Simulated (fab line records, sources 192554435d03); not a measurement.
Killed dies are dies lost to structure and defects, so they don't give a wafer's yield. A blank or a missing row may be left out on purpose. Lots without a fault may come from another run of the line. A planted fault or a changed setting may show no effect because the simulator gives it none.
Split-lot experiment | flow n5_finfet | 7 lots, 21 wafers read, on a route of 1938 steps

THE SPLIT
At N5_DUMMY_GATE_EXPOSE_12 (exposes mask GATE, target cd 25 nm), the setting dose_mj was moved away from the recipe's 34 on 6 of the 21 wafers read, by -6.6% to +4.6%. The other wafers ran this setting at the recipe's value.

FROM THE SPLIT TO THE READING: what the file shows between them, 2 steps
- N5_DUMMY_GATE_PEB_13: peb time 60 s
- N5_DUMMY_GATE_DEVELOP_14: develop time 30 s

THE READING
cd_nm, in nm, at N5_DUMMY_GATE_CD_MEAS_15 (target cd 25.8 nm). Fault-free wafers of this fab line usually give 24.93 nm, standard deviation 0.27 nm.

wafer  | tool, chamber at the split | dose_mj as run | against the recipe | cd_nm, nm | against lot-mates on the recipe
L079.1 | euv_scanner-01, 0          | 34             | recipe             | 24.92     | -
L079.3 | euv_scanner-01, 0          | 35.56          | +4.6%              | 24.48     | -0.47
L079.5 | euv_scanner-01, 0          | 34             | recipe             | 24.98     | -
L082.1 | euv_scanner-01, 0          | 34             | recipe             | 25.17     | -
L082.2 | euv_scanner-01, 0          | 34             | recipe             | 25.18     | -
L082.4 | euv_scanner-01, 0          | 34             | recipe             | 25.10     | -
L083.1 | euv_scanner-02, 0          | 34             | recipe             | 25.05     | -
L083.3 | euv_scanner-02, 0          | 34             | recipe             | 24.86     | -
L083.6 | euv_scanner-02, 0          | 34             | recipe             | 24.95     | -
L089.3 | euv_scanner-01, 0          | 34             | recipe             | 24.49     | -
L089.5 | euv_scanner-01, 0          | 32.96          | -3.1%              | 25.33     | +0.86
L089.6 | euv_scanner-01, 0          | 34             | recipe             | 24.45     | -
L090.2 | euv_scanner-02, 0          | 34             | recipe             | 24.83     | -
L090.3 | euv_scanner-02, 0          | 31.75          | -6.6%              | 26.12     | +1.18
L090.4 | euv_scanner-02, 0          | 34             | recipe             | 25.05     | -
L094.2 | euv_scanner-02, 0          | 32             | -5.9%              | 25.59     | +1.38
L094.3 | euv_scanner-02, 0          | 32             | -5.9%              | 25.61     | +1.40
L094.5 | euv_scanner-02, 0          | 34             | recipe             | 24.21     | -
L095.1 | euv_scanner-01, 0          | 34             | recipe             | 25.47     | -
L095.3 | euv_scanner-01, 0          | 33.01          | -2.9%              | 25.83     | +0.42
L095.4 | euv_scanner-01, 0          | 34             | recipe             | 25.35     | -

THE FIT
A straight line over all 21 wafers: cd_nm changes by -0.138 nm for each +1% of dose_mj; r = -0.75; the points scatter about the line by 0.32 nm.
The same after taking each lot's own level away (the mean of its wafers on the recipe; 21 wafers): -0.193 nm for each +1%; r = -0.96; scatter 0.15 nm.
On that fit, the largest move of dose_mj shifts the reading by 1.3 nm.
The lots' own levels span 24.210 to 25.410 nm, that is 4.4 times the standard deviation above.
So the lot-to-lot level blurs the effect unless lot-mates are compared.
Check: with one of the wafers moved furthest among these (-6.6%) left out of the fit, the line predicts +1.38 nm for it against its lot-mates. It came out at +1.18 nm against them.

OTHER SPLITS ON THESE WAFERS
These wafers also went through other splits before the reading. Each is held against what the fit with the lots' levels taken away leaves over:
other split on the same wafers            | wafers away from the commonest value | r with cd_nm (lot level and that fit taken away)
N5_PMOS_HMC_CHANNEL_EPI_COAT_03 spin_rpm  | 7                                    | -0.13
N5_PMOS_HMC_CHANNEL_EPI_PEB_07 peb_time_s | 8                                    | -0.08
N5_FIN_SAQP_SPACER1_ALD_24 ald_cycles     | 7                                    | +0.32

THE FILE'S OWN FIT
cd_nm changes by -0.187 nm for each +1% of dose_mj, r = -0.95.
